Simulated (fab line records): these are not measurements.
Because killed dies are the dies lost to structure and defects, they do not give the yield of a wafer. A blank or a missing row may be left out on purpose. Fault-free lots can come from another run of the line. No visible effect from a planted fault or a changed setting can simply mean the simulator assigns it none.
Chamber matching / flow nand harc / NHARC_A_SGD_CUT_CMP_21 on cmp-01: 4 sister chambers
The step polishes, target thk 148.19 nm. 8 wafers are shown with their chamber, then 8 later ones without.

## WAFERS PAIRED WITH THEIR CHAMBERS
wafer=L078.1; chamber=0; motor current A (A)=12.2; time to endpoint s (s)=49.4
wafer=L079.6; chamber=2; motor current A (A)=10.8; time to endpoint s (s)=52.6
wafer=L083.2; chamber=1; motor current A (A)=12.3; time to endpoint s (s)=52.1
wafer=L083.4; chamber=0; motor current A (A)=12.6; time to endpoint s (s)=49.9
wafer=L084.1; chamber=2; motor current A (A)=11.4; time to endpoint s (s)=53.5
wafer=L084.4; chamber=1; motor current A (A)=13.3; time to endpoint s (s)=52.4
wafer=L084.6; chamber=3; motor current A (A)=13.4; time to endpoint s (s)=51.9
wafer=L085.1; chamber=3; motor current A (A)=12.7; time to endpoint s (s)=52.8

## WAFERS WITH NO CHAMBER GIVEN
wafer=L085.2; motor current A (A)=10.6; time to endpoint s (s)=50.5
wafer=L085.5; motor current A (A)=12.5; time to endpoint s (s)=50.5
wafer=L088.3; motor current A (A)=13.2; time to endpoint s (s)=51.1
wafer=L088.5; motor current A (A)=13.7; time to endpoint s (s)=47.6
wafer=L088.6; motor current A (A)=11.5; time to endpoint s (s)=49.8
wafer=L096.1; motor current A (A)=13.0; time to endpoint s (s)=50.4
wafer=L096.4; motor current A (A)=10.5; time to endpoint s (s)=53.3
wafer=L096.6; motor current A (A)=12.5; time to endpoint s (s)=51.2

## THE CHAMBER EACH PASSED THROUGH
wafer=L085.2; from the rows above=can't be placed: 0 or 2 or 1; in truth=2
wafer=L085.5; from the rows above=can't be placed: 0 or 1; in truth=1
wafer=L088.3; from the rows above=can't be placed: 1 or 3 or 0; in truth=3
wafer=L088.5; from the rows above=0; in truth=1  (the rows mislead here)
wafer=L088.6; from the rows above=0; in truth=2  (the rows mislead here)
wafer=L096.1; from the rows above=can't be placed: 0 or 1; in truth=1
wafer=L096.4; from the rows above=2; in truth=2
wafer=L096.6; from the rows above=can't be placed: 1 or 3 or 0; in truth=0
Correct placement for 1 of the 8. These rows do not allow placing 5 (true chamber among the candidates in 5). Number placed wrongly: 2.
How it was worked out, from the rows above alone: a wafer's distance from a chamber is the root of the sum, over the readings, of the square of ((its reading less the chamber's mean) divided by the reading's scatter). If the next closest chamber is less than 2 further off than the closest, the wafer can't be placed; otherwise it belongs to the closest. Each chamber's mean is taken over the wafers shown for it. The scatter is the square root of a quotient: the sum, over the shown wafers, of each reading's squared deviation from its chamber's mean, divided by wafers minus chambers.
